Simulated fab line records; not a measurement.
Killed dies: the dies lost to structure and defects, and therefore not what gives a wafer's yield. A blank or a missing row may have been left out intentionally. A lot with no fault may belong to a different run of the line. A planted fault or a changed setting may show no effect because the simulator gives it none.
Split-lot experiment + flow n5Finfet + 7 lots, 21 wafers read, on a route of 1938 steps

== THE SPLIT ==
At N5_HKMG_FIN_COAT_41 (time 60 s, resist thk 300 nm), the setting spinRpm was moved away from the recipe's 1500 rpm on 9 of the 21 wafers read, by -8.9% to +8.4%. For the rest of the wafers, this setting stayed at what the recipe calls for.

Reading taken at the split's own step.

== THE READING ==
SOC_of_HKMG_FIN_COAT_41.thkNm (the simulator's own value, which no gauge read), in nm, at N5_HKMG_FIN_COAT_41 (time 60 s, resist thk 300 nm). The file does not state a usual value for it. Across the 12 wafers here that went through the recipe, the average is 300.5 nm and the standard deviation 1 nm.

| wafer  | tool, chamber at the split | spinRpm as run, rpm | against the recipe | SOC_of_HKMG_FIN_COAT_41.thkNm, nm | against lot-mates on the recipe |
|--------|----------------------------|---------------------|--------------------|-----------------------------------|---------------------------------|
| L074.1 | lithoTrack-03, 0           | 1626                | +8.4%              | 286.6                             | -12.8                           |
| L074.3 | lithoTrack-03, 0           | 1500                | recipe             | 299.4                             | -                               |
| L074.5 | lithoTrack-03, 0           | 1626                | +8.4%              | 286.4                             | -13.0                           |
| L076.1 | lithoTrack-03, 0           | 1500                | recipe             | 302.4                             | -                               |
| L076.4 | lithoTrack-03, 0           | 1500                | recipe             | 302                               | -                               |
| L076.5 | lithoTrack-03, 0           | 1500                | recipe             | 301.8                             | -                               |
| L077.1 | lithoTrack-02, 0           | 1500                | recipe             | 300.2                             | -                               |
| L077.4 | lithoTrack-02, 0           | 1562                | +4.1%              | 295                               | -5.2                            |
| L077.5 | lithoTrack-02, 0           | 1562                | +4.1%              | 293.4                             | -6.8                            |
| L080.1 | lithoTrack-04, 0           | 1500                | recipe             | 300.4                             | -                               |
| L080.2 | lithoTrack-04, 0           | 1500                | recipe             | 299.8                             | -                               |
| L080.6 | lithoTrack-04, 0           | 1500                | recipe             | 301                               | -                               |
| L082.1 | lithoTrack-02, 0           | 1500                | recipe             | 300.6                             | -                               |
| L082.4 | lithoTrack-02, 0           | 1593                | +6.2%              | 292.4                             | -8.2                            |
| L082.6 | lithoTrack-02, 0           | 1593                | +6.2%              | 292                               | -8.6                            |
| L083.4 | lithoTrack-02, 0           | 1500                | recipe             | 299.6                             | -                               |
| L083.5 | lithoTrack-02, 0           | 1500                | recipe             | 299.8                             | -                               |
| L083.6 | lithoTrack-02, 0           | 1546                | +3.1%              | 294.6                             | -5.1                            |
| L086.3 | lithoTrack-03, 0           | 1500                | recipe             | 299                               | -                               |
| L086.4 | lithoTrack-03, 0           | 1367                | -8.9%              | 312.8                             | +13.8                           |
| L086.5 | lithoTrack-03, 0           | 1367                | -8.9%              | 314.6                             | +15.6                           |

THE FIT
A straight line over all 21 wafers: SOC_of_HKMG_FIN_COAT_41.thkNm changes by -1.53 nm for each +1% of spinRpm; r = -0.99; the points scatter about the line by 1.1 nm.
The same after taking each lot's own level away (the mean of its wafers on the recipe; 21 wafers): -1.56 nm for each +1%; r = -1.00; scatter 0.65 nm.
The reading moves by 14 nm for the largest change in spinRpm, on that fit.
The span of the lots' own levels, 299.00 to 302.07 nm, comes to 2.9 times the standard deviation stated above.
The two slopes are in agreement: the lot-to-lot level therefore moves the slope only a little.
Check: +14.2 nm against its lot-mates is what the line predicts for one of the wafers moved furthest among these (-8.9%) when that wafer is left out of the fit. It came out at +13.8 nm against them.

== FURTHER SPLITS ON THESE WAFERS ==
These wafers also went through other splits before the reading. Each is held against what the fit with the lots' levels taken away leaves over:
| other split on the same wafers          | wafers away from the commonest value | r with SOC_of_HKMG_FIN_COAT_41.thkNm (lot level and that fit taken away) |
|-----------------------------------------|--------------------------------------|--------------------------------------------------------------------------|
| N5_ZERO_LAYER_EXPOSE_08 doseMj          | 11                                   | -0.12                                                                    |
| N5_ZERO_LAYER_DESCUM_16 timeS           | 6                                    | -0.15                                                                    |
| N5_PMOS_HMC_CHANNEL_EPI_PEB_07 pebTempC | 8                                    | -0.27                                                                    |
| N5_PMOS_HMC_CHANNEL_EPI_ETCH_38 biasW   | 8                                    | -0.09                                                                    |
| N5_FIN_SAQP_DESCUM_21 timeS             | 7                                    | +0.13                                                                    |
| N5_FIN_CUT_ETCH_21 biasW                | 9                                    | -0.38                                                                    |
| N5_SD_EPI_N_COAT_33 spinRpm             | 6                                    | +0.36                                                                    |
| N5_SD_EPI_N_DEVELOP_08 developTimeS     | 5                                    | -0.07                                                                    |

== FILE'S OWN FIT ==
SOC_of_HKMG_FIN_COAT_41.thkNm changes by -1.55 nm for each +1% of spinRpm, r = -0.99.
